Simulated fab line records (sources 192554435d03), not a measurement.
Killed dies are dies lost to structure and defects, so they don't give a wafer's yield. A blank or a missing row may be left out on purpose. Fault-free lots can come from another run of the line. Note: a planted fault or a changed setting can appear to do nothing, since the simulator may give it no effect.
A struck lot beside a sound one / flow n5Finfet / 38 steps out of a route of 1938
Sound: the wafers L348.4, L348.5, L348.6. Struck: wafer L352.1. (L352.3, L352.5 of the same lot were not struck and are left out.) The cause comes at the end.
Order at every step that has rows: each side's tool, ch and its chambers, its first start. Under that, the readings that differ: sound wafers / struck wafers / difference of the means / sigmas: that difference in standard deviations of wafers without a fault.
alike: same words and numbers on both sides, and readings whose means sit less than 2 such deviations apart. not compared: any withheld reading, any reading some wafer has no value for, any bound like >300 that may hide the same value, and any number with overlapping values for which the record gives no deviation.
Wherever a step has rows on one side only, a row that says differs or no value, or a row with sigmas, the two part there. Numbers that don't overlap but have no deviation are shown without sigmas and don't part them. A reading missing from all wafers of one side parts the sides only when that side holds two or more wafers.

first, 9 steps without rows for these wafers: N5_BEOL_M4_COAT_76 (time 60 s, resist thk 5 nm); N5_BEOL_M4_COAT_22 (resist thk 30 nm); N5_BEOL_M4_EBR_24; N5_BEOL_M4_SOFTBAKE_23 (time 60 s); N5_BEOL_M4_EXPOSE_25 (exposes mask V3, defocus 5 nm); N5_BEOL_M4_PEB_26 (peb time 60 s); N5_BEOL_M4_DEVELOP_27 (develop time 30 s); N5_BEOL_M4_DESCUM_33 (chemistry O2, time 7 s); N5_BEOL_M4_ETCH_77 (etches underlayer in N2/H2, target depth 6.5 nm, time 5.2 s).
N5_BEOL_M4_ETCH_69: etches SiARC in CF4, target depth 15.6 nm, time 26 s.
  sound on rieDiel-05 ch 1,2,3, day 11 18:15; struck on rieDiel-04 ch 2, day 12 05:55
reading=etchRfOnTimeS (s); sound=27.0 27.0 25.4; struck=28.0; difference=+1.5; sigmas=+2
  alike: drypumpMotorCurrentA, oesProductAu, rfVppV, showerheadPlenumPTorr, throttleValvePct
  not compared: rfHoursCounterH
then, 27 steps without rows for these wafers: N5_BEOL_M4_ALD_98 (deposits SiO2, target thk 2.5 nm, pulse time 1 s, co reactant pulse time 1 s); N5_BEOL_M4_ETCHBACK_99 (etches SiO2 in CHF3, target depth 5 nm, time 10.4 s); N5_BEOL_M4_ETCH_70 (etches SOC in N2/H2, target depth 80 nm, overetch 24 nm, time 130 s); N5_BEOL_M4_STRIP_71 (strips in N2/H2); N5_BEOL_M4_STRIP_78 (strips in N2/H2); N5_BEOL_M4_VIA_ETCH_34 (etches the open film in C4F6/O2, target depth 69.4 nm, time 65.9 s); N5_BEOL_M4_STRIP_83 (strips in C4F6/O2); N5_BEOL_M4_STRIP_36 (strips in N2/H2); N5_BEOL_M4_TRENCH_ETCH_37 (etches SiOC in C4F6/O2, target depth 55.555 nm, time 29.2 s); N5_BEOL_M4_ETCH_41 (etches SiCN in CH3F/O2, target depth 29.9 nm, time 52.5 s); N5_BEOL_M4_STRIP_97 (strips in N2/H2, time 10 s); N5_BEOL_M4_HM_STRIP_39 (strips TiN in peroxide tin strip, target depth 25 nm, time 158 s); N5_BEOL_M4_SRD_40 (time 30 s); N5_BEOL_M4_PRECLEAN_42 (cleans in residue remover, time 60 s); N5_BEOL_M4_SRD_43 (time 30 s); N5_BEOL_M4_DEGAS_44 (time 60 s); N5_BEOL_M4_PRE_CLEAN_45 (time 30 s); N5_BEOL_M4_ALD_84 (deposits TaN, pulse time 2 s, purge time 3 s, co reactant purge time 2 s); N5_BEOL_M4_SURFACE_TREAT_85; N5_BEOL_M4_CVD_47 (deposits Co from CCTBA/H2, target thk 3 nm, time 223.8 s); N5_BEOL_M4_SPUTTER_48 (material Cu, target thk 4.5 nm, time 8.29 s); N5_BEOL_M4_ANNEAL_49 (time 240 s); N5_BEOL_M4_SPUTTER_79 (material Cu, target thk 4.5 nm, time 8.29 s); N5_BEOL_M4_ANNEAL_80 (time 240 s); N5_BEOL_M4_SPUTTER_81 (material Cu, target thk 4.5 nm, time 8.29 s); N5_BEOL_M4_ANNEAL_82 (time 240 s); N5_BEOL_M4_SPUTTER_86 (material Cu, target thk 4.5 nm, time 8.29 s).
-- the record jumps here: 6 days lie between the struck wafers' starts before and after (it left off in module BEOL_M4 and takes up again in module PASSIVATION, whose first step shown is number 1936 of the route) --
N5_PASSIVATION_PROBE_49:
  struck on prober-02, day 18 14:25; sound on prober-01, day 17 14:40
reading=defectLimitedYield (%); sound=93.6 92.5 90.9; struck=84.7; difference=-7.6; sigmas=-5
reading=killed_at_M4_up; sound=7 17 15; struck=111; difference=+98; sigmas=+19
reading=killedDies; sound=75 89 107; struck=180; difference=+90; sigmas=+5
reading=killedOnRim; sound=9 11 16; struck=21; difference=+9; sigmas=+2
reading=sort_bin_5_function (%); sound=4.0 4.5 5.3; struck=9.3; difference=+4.7; sigmas=+5
reading=sort_bin_8_speed (%); sound=10.9 0 0; struck=0; difference=-4; sigmas=-4
reading=sortNPass; sound=976 1091 1073; struck=1000; difference=-47; sigmas=-2
reading=sortYieldPct (%); sound=82.7 92.5 90.9; struck=84.7; difference=-4.0; sigmas=-2
  alike: killed_at_M0_to_M3, killedAtContacts, killedAtFrontEnd, killedAtOther, killedOpen, killedShort, sort_bin_6_memory

## WHERE THEY PART
Earliest at N5_BEOL_M4_ETCH_69; latest, in this record, at N5_PASSIVATION_PROBE_49.

WHY: whatever the simulator had introduced
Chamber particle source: rieDiel-04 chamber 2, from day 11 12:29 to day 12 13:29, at N5_BEOL_M4_ETCH_69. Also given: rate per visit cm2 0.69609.
